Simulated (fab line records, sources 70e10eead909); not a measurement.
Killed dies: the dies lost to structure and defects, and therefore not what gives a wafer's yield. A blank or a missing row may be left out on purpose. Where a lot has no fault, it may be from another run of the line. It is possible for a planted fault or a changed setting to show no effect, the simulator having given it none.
Problem report in the 8D (eight disciplines) form, filled by code    flow nand harc    the parts of the form that need people (team, actions taken, sign-off) are left out

== 1. PROBLEM STATEMENT ==
killed at periphery at NHARC_END_SORT_01 reads a mean of 308.5 on 6 wafers of 2 lots; wafers without a fault read 3.7 with a standard deviation of 2.4. That is +99 or more standard deviations from the usual mean.
First seen on wafer L599.1, day 27 12:50, on prober-02. The record holds 6 wafers of 2 lots with a number at this step. The rule behind "out" and "out of limits": a value lying over 4 standard deviations away from the usual mean. All remaining wafers that have a number are taken as sound.

== 2. WHAT IT IS, AND WHAT IT ISN'T ==
question                     is                                                                                                                                                       is not
which readings at this step  killed at periphery, defect limited yield, killed dies, sort_bin_2_pct, sort_bin_3_pct, sort_bin_4_pct, sort n pass, sort rim yield pct, sort yield pct  killed at array, killed at other, killed open, killed short
which lots                   L598, L599                                                                                                                                               -
which wafers of those lots   all that have a number                                                                                                                                   -
read on which gauges         prober-01, prober-02                                                                                                                                     -
when                         from day 27 12:50                                                                                                                                        up to then (0 sound wafers)

== 3. WHAT RULES OUT EACH SUSPECT ==
Counting: a tool stays on the suspect list if, at a process step up to the reading, it processed all lots that are out and no sound lot following the first of them.
- the gauge at NHARC_END_SORT_01 is ruled out. 2 gauges (prober-01, prober-02) read the wafers that are out.
- cmp-02 at NHARC_P_BONDPAD_CMP_32 (polishes SiCN, target thk 200 nm): kept. It ran every lot that is out, first L598 (day 9 11:18), and no sound lot after that.
The count leaves cmp-02 at NHARC_P_BONDPAD_CMP_32.

== 4. THE CAUSE (what the simulator had put in) ==
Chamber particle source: cmp-02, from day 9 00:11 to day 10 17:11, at NHARC_P_BONDPAD_CMP_32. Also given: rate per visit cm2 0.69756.
The count eliminated every tool but this one.

== 5. THE EFFECT CHAIN, in route order ==
Each row: a reading where the mean over the struck wafers with a number is more than 3 standard deviations away from the usual. Only readings for which the record gives a usual standard deviation are gone through. hours: the time from each lot's start at the first step in this table that gives one to its start at this step, as a median over the lots. sigmas: the change in usual standard deviations.
hours  step               reading               usual   on struck wafers  change  sigmas
0      NHARC_END_SORT_01  defect limited yield  91.6 %  47.5              -44.1   -16
0      NHARC_END_SORT_01  killed at periphery   3.7     308.5             +304.8  +99 or more
0      NHARC_END_SORT_01  killed dies           57      356               +298    +16
0      NHARC_END_SORT_01  sort_bin_2_pct        3.0 %   18.7              +15.7   +13
0      NHARC_END_SORT_01  sort_bin_3_pct        0.6 %   4.1               +3.5    +9.2
0      NHARC_END_SORT_01  sort_bin_4_pct        4.8 %   29.7              +24.9   +15
0      NHARC_END_SORT_01  sort n pass           620     322               -298    -16
0      NHARC_END_SORT_01  sort rim yield pct    91 %    48                -43     -10
0      NHARC_END_SORT_01  sort yield pct        91.6 %  47.5              -44.1   -16

== 6. HOW IT WOULD HAVE BEEN CAUGHT EARLIER ==
In this record the first reading out of limits at a measuring or inspecting step was taken at day 27 12:50, 445 hours after the fault began at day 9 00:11.
Tool readings at NHARC_P_BONDPAD_CMP_32 with a usual standard deviation given in the record: none out on any struck wafer, hence no alarm at a limit of 4 standard deviations on them.
Each of the lots that are out, 2 in all, had begun NHARC_P_BONDPAD_CMP_32 on cmp-02 no later than day 27 12:50. None of them would have been spared by holding the tool at that moment.
